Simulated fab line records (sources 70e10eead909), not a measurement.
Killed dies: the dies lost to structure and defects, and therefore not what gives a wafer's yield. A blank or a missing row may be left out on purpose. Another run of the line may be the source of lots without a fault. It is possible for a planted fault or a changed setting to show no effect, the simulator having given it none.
fab line records ; flow nandHarc
record: lots: 5; wafers: 15; lastDay: 33
route steps=1302 shown P_CONTACT@217
lots with no fault: from the same line, run without faults
startH: the number of hours between the record's first day and the start of the first shown wafer of the lot ; waitH: hours since the lot's step before ; " unchanged from the row above ; L1.1+2: one row covering several wafers at once ; - no value present, or no start provided ; * or withheld: withheld ; < > ~ a bound
route shown NAME@n: names a module that has steps shown in the file, with the first one's number in the route ; usual: mean and standard deviation over wafers with no fault ; same: alike in all rows ; chamber/n: place in a boat ; sites: the reading at each site ; _std_site: their standard deviation ; _edge_site: outer sites' mean less inner sites' ; radiusMm: how far each site lies from the wafer's centre ; mask NAME#n: copy n ; behind: tool/chamber where the wafer was last shaped ; hold: why the lot was held/for how many hours/how that ended ; device: the transistor (n, p or np) that didn't switch ; end of line: tests of these same wafers at the route's end ; a step without rows: its recipe alone ; killed: dies that structure and defects cost at the first sort, which is not the same as the wafer's yield ; map: a wafer's dies, marking killed ones x, the rest . and places with no die _
set.NAME: setting as actually run; set.NAME@STEP: the setting as run at that earlier step ; model.NAME: the simulator's own value behind a step, which no gauge read
lots at selected steps of the route; one table per step, one row per wafer
services: a tool's chamber out of use, with start hour (startH, from the record's first day; less than 0 if before it), hours out, and reason
== steps ==
step: NHARC_P_CONTACT_DEP_30
recipe: targetThkA: 300; tempC: 400; targetThkNm: 30; flowSccm: 200; rfW: 450; material: SiNx
usual: heaterPowerW: 677/80
lot.wafer;tool;chamber;startH;waitH;heaterPowerW;sinceWetCleanH
L310.2;pecvd-03;1;144.54;0.1;678;127
L310.5;pecvd-03;2;144.54;0.1;608;-
L310.6;pecvd-03;1;144.54;0.1;675;-
L312.2;pecvd-02;1;165.86;0.1;571;106
L312.1;pecvd-02;0;165.86;0.1;721;107
L312.5;pecvd-02;1;165.86;0.1;545;-
L318.1;pecvd-03;0;227.29;0.1;675;29
L318.2;pecvd-03;1;227.29;0.1;602;29
L318.3;pecvd-03;2;227.29;0.1;579;29
L326.2;pecvd-03;2;306.60;0.1;643;108
L326.1;pecvd-03;0;306.60;0.1;597;108
L326.4;pecvd-03;2;306.60;0.1;642;-
L330.1;pecvd-03;2;343.18;0.1;650;145
L330.5;pecvd-03;2;343.18;0.1;644;-
L330.6;pecvd-03;1;343.18;0.1;599;-
step: NHARC_P_CONTACT_DEP_00
recipe: targetThkA: 5000; tempC: 400; pressureTorr: 6.5; rfW: 900; teosFlowSccm: 161.4; flowSccm: 2650; targetThkNm: 500; gas: O2; material: SiO2
step: NHARC_P_CONTACT_CMP_01
recipe: targetThkNm: 200; material: SiO2
usual: motorCurrentA: 11.9/1.3; retainingRingPressureFrac: 1.000/0.0047; slurryFlowMlMin: 150.0/0.47
lot.wafer;tool;chamber;startH;waitH;motorCurrentA;retainingRingPressureFrac;slurryFlowMlMin
L310.2;cmp-03;2;145.44;0.5;12.9;1.003;150.3
L310.5;cmp-03;2;145.44;0.5;12.8;1.005;150.6
L310.6;cmp-03;3;145.44;0.5;8.9;0.993;150.3
L312.1;cmp-04;3;166.58;-;12.2;1.006;150.7
L312.2;cmp-04;1;166.58;-;13.7;0.998;149.6
L312.5;cmp-04;0;166.58;-;9.9;1.003;149.8
L318.2;cmp-01;0;228.03;-;12.6;1.002;149.6
L318.1;cmp-01;1;228.03;-;11.2;1.006;150.1
L318.3;cmp-01;2;228.03;-;12.2;0.986;150.0
L326.1;cmp-03;2;307.32;-;13.0;0.999;150.2
L326.2;cmp-03;3;307.32;-;9.8;1.004;150.5
L326.4;cmp-03;1;307.32;-;11.8;1.001;149.9
L330.1;cmp-04;0;343.94;-;10.0;0.998;149.9
L330.5;cmp-04;2;343.94;-;11.9;0.999;150.4
L330.6;cmp-04;3;343.94;-;11.4;0.995;149.5
step: NHARC_P_CONTACT_SRD_03
step: NHARC_P_CONTACT_DEHYDRATE_04
recipe: tempC: 150; timeS: 120
step: NHARC_P_CONTACT_HMDS_05
recipe: timeS: 30
step: NHARC_P_CONTACT_COAT_33
recipe: tempC: 260; timeS: 75
step: NHARC_P_CONTACT_COAT_34
recipe: tempC: 225; timeS: 65
step: NHARC_P_CONTACT_COAT_06
recipe: spinRpm: 1500; resistThkNm: 90
step: NHARC_P_CONTACT_SOFTBAKE_07
recipe: tempC: 105; timeS: 55
step: NHARC_P_CONTACT_EBR_08
step: NHARC_P_CONTACT_EXPOSE_09
recipe: na: 1.35; targetCdNm: 90; doseMj: 81.26; maskId: P_CA
usual: exposureDoseMJCm2: 81.28/0.083; stageVelMmS: 499.90/0.26
lot.wafer;tool;chamber;startH;waitH;mask;exposureDoseMJCm2;stageVelMmS
L310.2;arfiScanner-02;0;146.01;-;P_CA#0;81.28;499.91
L310.5;arfiScanner-02;0;146.01;-;P_CA#0;81.29;500.04
L310.6;arfiScanner-02;0;146.01;-;P_CA#0;81.31;499.78
L312.1;arfiScanner-03;0;167.26;-;P_CA#0;81.29;500.24
L312.2;arfiScanner-03;0;167.26;-;P_CA#0;81.24;499.93
L312.5;arfiScanner-03;0;167.26;-;P_CA#0;81.22;500.22
L318.1;arfiScanner-03;0;228.57;-;P_CA#0;84.04;500.02
L318.2;arfiScanner-03;0;228.57;-;P_CA#0;84.05;499.88
L318.3;arfiScanner-03;0;228.57;-;P_CA#0;84.11;499.77
L326.1;arfiScanner-01;0;307.88;-;P_CA#0;81.38;500.14
L326.2;arfiScanner-01;0;307.88;-;P_CA#0;81.18;500.19
L326.4;arfiScanner-01;0;307.88;-;P_CA#0;81.35;499.82
L330.1;arfiScanner-03;0;344.45;-;P_CA#0;81.41;499.86
L330.5;arfiScanner-03;0;344.45;-;P_CA#0;81.27;499.59
L330.6;arfiScanner-03;0;344.45;-;P_CA#0;81.25;500.04
step: NHARC_P_CONTACT_PEB_10
recipe: pebTempC: 100; pebTimeS: 65
step: NHARC_P_CONTACT_DEVELOP_11
recipe: developTimeS: 35; devTempC: 23
step: NHARC_P_CONTACT_CD_MEAS_12
recipe: targetCdNm: 90; landingEnergyEv: 500
usual: cdNm: 90.5/0.63
lot.wafer;tool;chamber;startH;waitH;hold;cdNm
L310.2;cdSem-02;0;146.15;-;-;90.6
L310.5;cdSem-02;0;146.15;-;-;91.4
L310.6;cdSem-02;0;146.15;-;-;91.1
L312.1;cdSem-02;0;167.40;-;-;89.8
L312.2;cdSem-02;0;167.40;-;-;90.8
L312.5;cdSem-02;0;167.40;-;-;90.7
L318.1;cdSem-01;0;228.71;-;awaitDispo/0.2h/release;82.8
L318.2;cdSem-01;0;228.71;-;awaitDispo/0.2h/release;73.6
L318.3;cdSem-01;0;228.71;-;awaitDispo/0.2h/release;69.9
L318.1;cdSem-01;0;-;-;-;82.3
L318.2;cdSem-01;0;-;-;-;73.3
L318.3;cdSem-01;0;-;-;-;69.7
L326.1;cdSem-02;0;308.03;-;-;91.3
L326.2;cdSem-02;0;308.03;-;-;90.1
L326.4;cdSem-02;0;308.03;-;-;90.0
L330.1;cdSem-03;0;344.59;-;-;91.0
L330.5;cdSem-03;0;344.59;-;-;91.5
L330.6;cdSem-03;0;344.59;-;-;90.9
step: NHARC_P_CONTACT_OVL_MEAS_13
usual: overlayXNm: -0.1/0.8; overlayYNm: 0.1/0.71
lot.wafer;tool;chamber;startH;waitH;hold;overlayXNm;overlayYNm
L310.2;overlay-01;-;146.23;-;-;-0.4;-0.4
L310.5;overlay-01;-;146.23;-;-;-0.1;-0.6
L310.6;overlay-01;-;146.23;-;-;-0.2;-0.6
L312.1;overlay-01;-;167.49;-;-;0.0;0.7
L312.2;overlay-01;-;167.49;-;-;-0.5;1.1
L312.5;overlay-01;-;167.49;-;-;-0.4;0.9
L318.1;overlay-01;-;237.08;-;awaitDispo/8.1h/release;0.0;0.1
L318.2;overlay-01;-;237.08;-;awaitDispo/8.1h/release;-0.2;0.0
L318.3;overlay-01;-;237.08;-;awaitDispo/8.1h/release;0.1;0.1
L326.1;overlay-01;-;308.12;-;-;0.1;-0.4
L326.2;overlay-01;-;308.12;-;-;0.2;-0.2
L326.4;overlay-01;-;308.12;-;-;0.3;0.7
L330.1;overlay-01;-;344.68;-;-;-0.2;0.4
L330.5;overlay-01;-;344.68;-;-;0.2;0.8
L330.6;overlay-01;-;344.68;-;-;0.3;0.9
step: NHARC_P_CONTACT_INSPECT_14
usual: rawDefectCount: 4.8/2.8
lot.wafer;tool;chamber;startH;waitH;rawDefectCount
L310.2;defectInspect-01;-;146.27;0.0;11
L310.5;defectInspect-01;-;146.27;0.0;10
L310.6;defectInspect-01;-;146.27;0.0;10
L312.1;defectInspect-01;-;167.53;0.0;0
L312.2;defectInspect-01;-;167.53;0.0;3
L312.5;defectInspect-01;-;167.53;0.0;3
L318.1;defectInspect-01;-;237.12;0.0;6
L318.2;defectInspect-01;-;237.12;0.0;4
L318.3;defectInspect-01;-;237.12;0.0;4
L326.1;defectInspect-01;-;308.16;0.0;7
L326.2;defectInspect-01;-;308.16;0.0;4
L326.4;defectInspect-01;-;308.16;0.0;11
L330.1;defectInspect-01;-;344.71;0.0;4
L330.5;defectInspect-01;-;344.71;0.0;3
L330.6;defectInspect-01;-;344.71;0.0;4
step: NHARC_P_CONTACT_DESCUM_17
recipe: timeS: 3; o2FlowSccm: 200; arFlowSccm: 0; biasPowerW: 0; chemistry: O2
usual: chamberPressureMTorr: 60.00/0.052; drypumpMotorCurrentA: 5.7/0.43; oesProductAu: 0.998/0.014; rfVppV: 57.6/0.94; showerheadPlenumPTorr: 1.93/0.082; throttleValvePct: 11.311/0.0093
same: biasPowerW: 0
lot.wafer;tool;chamber;startH;waitH;chamberPressureMTorr;drypumpMotorCurrentA;oesProductAu;rfHoursCounterH;rfVppV;showerheadPlenumPTorr;throttleValvePct;model.P_CONTACT.cdNm
L310.2;rieDiel-04;0;146.36;0.1;60.00;5.6;0.990;4.9;59.8;1.95;11.328;90.64
L310.5;rieDiel-04;1;146.36;0.1;60.02;6.4;0.991;-;58.4;1.93;11.324;92.53
L310.6;rieDiel-04;2;146.36;0.1;60.03;5.2;1.007;-;57.5;1.99;11.313;89.37
L312.2;rieDiel-03;0;167.60;0.1;59.98;6.0;0.978;2.8;57.4;1.80;11.319;91.19
L312.1;rieDiel-03;1;167.60;0.1;60.05;5.9;0.978;3.8;57.6;1.83;11.306;88.43
L312.5;rieDiel-03;0;167.60;0.1;59.98;6.0;0.965;-;57.1;1.80;11.307;91.48
L318.2;rieDiel-04;3;237.19;0.1;60.03;5.6;0.989;0.9;58.9;1.99;11.297;73.25
L318.1;rieDiel-04;0;237.19;0.1;60.06;5.6;0.996;0.8;56.8;1.95;11.301;82.81
L318.3;rieDiel-04;1;237.19;0.1;60.01;6.4;0.998;0.9;58.2;1.93;11.315;69.55
L326.2;rieDiel-04;1;308.22;0.1;59.95;6.4;1.004;3.1;59.4;1.93;11.312;90.65
L326.1;rieDiel-04;0;308.22;0.1;60.07;5.6;1.007;3.0;57.3;1.95;11.314;91.72
L326.4;rieDiel-04;3;308.22;0.1;59.97;5.6;0.998;-;56.5;1.99;11.329;89.9
L330.1;rieDiel-03;1;344.78;0.1;59.90;5.9;0.999;3.6;57.7;1.83;11.303;90.01
L330.5;rieDiel-03;0;344.78;0.1;60.07;6.0;0.971;-;56.6;1.80;11.308;91.89
L330.6;rieDiel-03;1;344.78;0.1;60.06;5.9;0.987;-;56.2;1.83;11.319;89.74
step: NHARC_P_CONTACT_ETCH_35
recipe: targetDepthA: 390; overEtchFrac: 0.3; timeS: 65; ionEnergyEv: 80; cf4FlowSccm: 150; arFlowSccm: 0; rfW: 300; biasW: 100; chemistry: CF4
step: NHARC_P_CONTACT_ETCH_36
recipe: targetDepthA: 2600; overEtchFrac: 0.25; timeS: 406.25; ionEnergyEv: 200; n2FlowSccm: 150; h2FlowSccm: 150; arFlowSccm: 0; rfW: 400; biasW: 150; chemistry: N2/H2
usual: chamberPressureMTorr: 30.000/0.028; drypumpMotorCurrentA: 5.7/0.44; oesProductAu: 0.996/0.013; rfVppV: 430.8/2.4; showerheadPlenumPTorr: 2.05/0.086; throttleValvePct: 14.172/0.0091
lot.wafer;tool;chamber;startH;waitH;chamberPressureMTorr;drypumpMotorCurrentA;oesProductAu;rfHoursCounterH;rfVppV;showerheadPlenumPTorr;throttleValvePct
L310.2;rieDiel-04;3;-;-;30.030;5.6;1.018;4.7;432.7;2.12;14.158
L310.5;rieDiel-04;0;-;-;30.012;5.6;0.995;-;431.5;2.08;14.172
L310.6;rieDiel-04;1;-;-;30.008;6.4;0.995;-;431.3;2.05;14.163
L312.2;rieDiel-03;0;-;-;29.979;6.0;0.964;2.8;427.5;1.92;14.172
L312.1;rieDiel-03;2;-;-;29.995;4.8;1.007;3.7;431.8;2.09;14.176
L312.5;rieDiel-03;0;-;-;30.010;6.0;0.974;-;427.0;1.91;14.178
L318.3;rieDiel-04;2;-;-;30.031;5.3;0.984;1.0;431.7;2.12;14.182
L318.2;rieDiel-04;3;-;-;29.983;5.6;0.980;0.9;431.4;2.12;14.174
L318.1;rieDiel-04;0;-;-;30.010;5.6;0.985;0.9;432.0;2.08;14.161
L326.2;rieDiel-04;3;-;-;29.994;5.6;0.983;3.7;433.6;2.12;14.167
L326.1;rieDiel-04;1;-;-;29.996;6.4;0.990;3.2;431.9;2.05;14.176
L326.4;rieDiel-04;3;-;-;30.001;5.6;0.990;-;432.9;2.12;14.185
L330.1;rieDiel-03;0;-;-;30.001;6.0;0.964;3.4;426.0;1.91;14.171
L330.6;rieDiel-03;0;-;-;29.980;6.0;0.974;-;425.9;1.91;14.158
L330.5;rieDiel-03;1;-;-;30.033;6.0;0.997;-;427.6;1.94;14.173
step: NHARC_P_CONTACT_ETCH_18
recipe: targetDepthA: 4810; timeS: 240.5; c4f8FlowSccm: 20; o2FlowSccm: 10; arFlowSccm: withheld; rfW: 600; biasW: 1500; chemistry: C4F8/O2/Ar
usual: chamberPressureMTorr: 25.002/0.023; oesProductAu: 0.956/0.024; rfVppV: 979/5.6
lot.wafer;tool;chamber;startH;waitH;chamberPressureMTorr;oesProductAu;rfHoursCounterH;rfVppV
L310.2;rieDiel-04;1;-;-;25.022;0.951;5.4;980
L310.6;rieDiel-04;1;-;-;24.986;0.957;-;978
L310.5;rieDiel-04;2;-;-;24.998;0.963;-;983
L312.2;rieDiel-03;2;-;-;24.999;0.990;3.8;981
L312.1;rieDiel-03;0;-;-;24.975;0.934;3.1;971
L312.5;rieDiel-03;2;-;-;25.029;0.989;-;982
L318.3;rieDiel-04;3;-;-;25.011;0.945;1.0;984
L318.2;rieDiel-04;0;-;-;25.030;0.965;1.0;981
L318.1;rieDiel-04;2;-;-;25.014;0.939;1.2;985
L326.2;rieDiel-04;1;-;-;25.035;0.966;3.4;979
L326.1;rieDiel-04;3;-;-;25.016;0.950;3.9;984
L326.4;rieDiel-04;3;-;-;25.011;0.956;-;982
L330.1;rieDiel-03;0;-;-;25.022;0.930;3.6;969
L330.5;rieDiel-03;2;-;-;24.972;0.979;-;981
L330.6;rieDiel-03;3;-;-;24.988;0.949;-;986
step: NHARC_P_CONTACT_STRIP_37
recipe: c4f8FlowSccm: withheld; o2FlowSccm: 8; arFlowSccm: withheld; biasW: 0; chemistry: C4F8/O2/Ar
step: NHARC_P_CONTACT_ETCH_31
recipe: targetDepthA: 300; timeS: 85.7; ionEnergyEv: 120; overEtchFrac: 1; ch3fFlowSccm: 50; o2FlowSccm: 30; arFlowSccm: 200; rfW: 500; biasW: 100; chemistry: CH3F/O2
usual: chamberPressureMTorr: 24.999/0.024; drypumpMotorCurrentA: 5.6/0.42; oesProductAu: 0.975/0.018; rfVppV: 244.5/1.6; showerheadPlenumPTorr: 2.47/0.099; throttleValvePct: 20.663/0.0099
lot.wafer;tool;chamber;startH;waitH;chamberPressureMTorr;drypumpMotorCurrentA;oesProductAu;rfHoursCounterH;rfVppV;showerheadPlenumPTorr;throttleValvePct;model.P_CONTACT.cdNm
L310.2;rieDiel-04;1;-;-;25.032;6.4;0.983;5.5;245.2;2.47;20.665;90.1
L310.6;rieDiel-04;2;-;-;25.029;5.3;0.994;-;245.7;2.56;20.667;89.51
L310.5;rieDiel-04;3;-;-;25.032;5.6;0.990;-;244.8;2.55;20.656;89.1
L312.1;rieDiel-03;3;-;-;24.969;5.5;1.003;4.4;247.5;2.59;20.660;89.47
L312.2;rieDiel-03;1;-;-;24.993;5.9;0.967;4.1;243.5;2.35;20.647;91.15
L312.5;rieDiel-03;2;-;-;25.030;4.8;0.998;-;244.2;2.52;20.665;90.98
L318.1;rieDiel-04;2;-;-;24.979;5.3;0.964;1.2;244.9;2.55;20.641;82.41
L318.3;rieDiel-04;3;-;-;25.027;5.6;0.973;1.1;246.0;2.55;20.665;67.93
L318.2;rieDiel-04;0;-;-;25.007;5.6;0.988;1.1;245.1;2.50;20.675;69.83
L326.2;rieDiel-04;0;-;-;25.005;5.6;0.973;3.5;246.0;2.50;20.667;88.3
L326.1;rieDiel-04;3;-;-;24.977;5.6;0.953;4.0;245.4;2.55;20.654;92.77
L326.4;rieDiel-04;1;-;-;24.991;6.4;0.952;-;244.9;2.47;20.660;87.25
L330.1;rieDiel-03;0;-;-;25.010;6.0;0.944;3.7;243.3;2.31;20.648;92.25
L330.5;rieDiel-03;3;-;-;25.011;5.5;0.979;-;246.8;2.59;20.649;93.8
L330.6;rieDiel-03;0;-;-;24.994;6.0;0.943;-;241.8;2.31;20.657;92.49
step: NHARC_P_CONTACT_CD_MEAS_19
usual: cdNm: 89.5/2.1
lot.wafer;tool;chamber;startH;waitH;hold;cdNm
L310.2;cdSem-01;-;147.20;-;-;90.1
L310.5;cdSem-01;-;147.20;-;-;89.3
L310.6;cdSem-01;-;147.20;-;-;89.3
L312.1;cdSem-03;-;168.46;-;-;89.2
L312.2;cdSem-03;-;168.46;-;-;91.1
L312.5;cdSem-03;-;168.46;-;-;90.8
L318.1;cdSem-02;-;238.05;-;awaitDispo/0.2h/release;82.5
L318.2;cdSem-02;-;238.05;-;awaitDispo/0.2h/release;69.7
L318.3;cdSem-02;-;238.05;-;awaitDispo/0.2h/release;68.2
L318.1;cdSem-02;-;238.24;0.2;-;82.4
L318.2;cdSem-02;-;238.24;0.2;-;69.8
L318.3;cdSem-02;-;238.24;0.2;-;67.8
L326.1;cdSem-03;-;309.67;-;-;92.9
L326.2;cdSem-03;-;309.67;-;-;88.0
L326.4;cdSem-03;-;309.67;-;-;87.2
L330.1;cdSem-03;-;345.64;-;-;92.2
L330.5;cdSem-03;-;345.64;-;-;94.0
L330.6;cdSem-03;-;345.64;-;-;92.7
step: NHARC_P_CONTACT_STRIP_28
recipe: o2FlowSccm: 500; arFlowSccm: 0; biasW: 0; chemistry: O2
usual: chamberPressureMTorr: 60.00/0.067; drypumpMotorCurrentA: 5.6/0.4; oesProductAu: 0.999/0.014; rfVppV: 57.8/0.91; showerheadPlenumPTorr: 3.53/0.16; throttleValvePct: 17.036/0.0087
lot.wafer;tool;chamber;startH;waitH;hold;chamberPressureMTorr;drypumpMotorCurrentA;oesProductAu;rfHoursCounterH;rfVppV;showerheadPlenumPTorr;throttleValvePct
L310.2;rieDiel-03;3;147.29;0.1;-;59.96;5.5;1.031;2.3;57.9;3.72;17.029
L310.5;rieDiel-03;2;147.29;0.1;-;60.01;4.8;1.000;-;59.6;3.61;17.047
L310.6;rieDiel-03;3;147.29;0.1;-;60.10;5.5;1.032;-;59.1;3.72;17.046
L312.2;rieDiel-06;2;168.57;0.1;-;60.06;5.6;0.996;0.5;55.7;3.41;17.038
L312.1;rieDiel-06;3;168.57;0.1;-;59.97;5.3;1.010;0.5;58.8;3.79;17.045
L312.5;rieDiel-06;1;168.57;0.1;-;60.11;5.9;0.994;-;57.9;3.36;17.044
L318.1;rieDiel-03;0;240.61;2.4;awaitDispo/2.3h/release;60.07;6.0;0.967;6.5;56.6;3.33;17.044
L318.2;rieDiel-03;1;240.61;2.4;awaitDispo/2.3h/release;59.97;5.9;0.982;8.1;59.8;3.38;17.029
L318.3;rieDiel-03;2;240.61;2.4;awaitDispo/2.3h/release;59.97;4.8;1.005;7.4;56.8;3.61;17.026
L326.1;rieDiel-03;0;309.74;0.1;-;60.01;6.0;0.975;1.7;56.3;3.33;17.042
L326.4;rieDiel-03;2;309.74;0.1;-;59.94;4.8;0.984;1.8;58.5;3.60;17.044
L326.2;rieDiel-03;3;309.74;0.1;-;59.93;5.5;0.981;1.5;59.2;3.71;17.040
L330.1;rieDiel-03;3;345.74;0.1;-;60.02;5.5;0.999;3.4;60.2;3.71;17.040
L330.5;rieDiel-03;2;345.74;0.1;-;59.97;4.8;1.006;-;57.6;3.60;17.039
L330.6;rieDiel-03;3;345.74;0.1;-;60.02;5.5;0.983;-;57.3;3.71;17.016
== services ==
tool;chamber;startH;hours;kind
cmp-03;-;122.60;5.3;repair
rieDiel-04;-;133.97;0.6;repair
pecvd-03;0;138.96;10.2;repair
cmp-04;-;155.29;2.4;repair
rieDiel-03;0;157.28;7.6;repair
rieDiel-04;-;177.90;9.0;pm
pecvd-03;-;185.25;13.0;pm
arfiScanner-03;-;196.00;4.0;pm
cmp-03;-;197.01;4.0;pm
cmp-03;-;206.98;0.6;repair
rieDiel-04;-;208.59;0.2;repair
cmp-04;-;209.00;4.0;pm
rieDiel-03;3;224.30;29.8;repair
cmp-03;-;244.37;1.5;repair
arfiScanner-03;-;244.73;1.3;repair
rieDiel-04;0;252.46;4.2;repair
rieDiel-03;-;281.30;9.0;pm
cmp-03;-;295.01;4.0;pm
rieDiel-04;2;304.78;22.5;repair
cmp-04;-;307.00;4.0;pm
rieDiel-04;0;310.46;4.5;repair
arfiScanner-03;-;312.58;1.9;repair
rieDiel-04;3;319.01;5.8;repair
cmp-03;-;342.02;0.4;repair
== key ==
firstSign: step: NHARC_P_CONTACT_EXPOSE_09; reading: exposureDoseMJCm2; direction: up; sigmas: 33; usual: 81.28; struck: 84.07
effect: step: NHARC_P_CONTACT_CD_MEAS_12; reading: visit; direction: added; through: controlLoop
effect: step: NHARC_P_CONTACT_CD_MEAS_12; reading: cdNm; direction: down; sigmas: 24; usual: 90.5; struck: 75.4; through: controlLoop
effect: step: NHARC_P_CONTACT_CD_MEAS_19; reading: visit; direction: added; through: controlLoop
effect: step: NHARC_P_CONTACT_CD_MEAS_19; reading: cdNm; direction: down; sigmas: 7.5; usual: 89.5; struck: 73.5; through: controlLoop
modelEffect: step: NHARC_P_CONTACT_DESCUM_17; value: P_CONTACT.cdNm; without: 90.69; struck: 75.2
modelEffect: step: NHARC_P_CONTACT_ETCH_31; value: P_CONTACT.cdNm; without: 88.54; struck: 73.39
metAt NHARC_P_CONTACT_EXPOSE_09
struckWafers L318.1,L318.2,L318.3
laterRowsLeftOut L318.2,L318.3
sortLeftOut L318.1,L318.2,L318.3
testerLeftOut L318
loopTrim: step: NHARC_P_CONTACT_EXPOSE_09; setting: dose; lots: L318
onsetBetween 167.26 228.57
fault: kind: processParameterDrift; tool: arfiScanner-03; chamber: -; onsetH: 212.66; steps: NHARC_P_CONTACT_EXPOSE_09; channel: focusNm; offset: 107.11; spreadByWafer: 0.3; shape: step; endH: 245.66
testerLeftOut: of these lots the tester's yield and bins aren't shown, on N5 and GAA mostly nor the transistor test; their killed dies are dies lost to structure and defects alone, not to doping, threshold or leakage, so they don't give the yield
sortLeftOut: the simulated sort isn't trusted on such a fault, so these wafers' sort isn't shown, and their yield isn't known
laterRowsLeftOut: the simulator's readings of these wafers behind a module that went badly wrong aren't trusted and aren't shown, but for the sort
loopTrim: a control loop set the setting to another value than it would have without faults
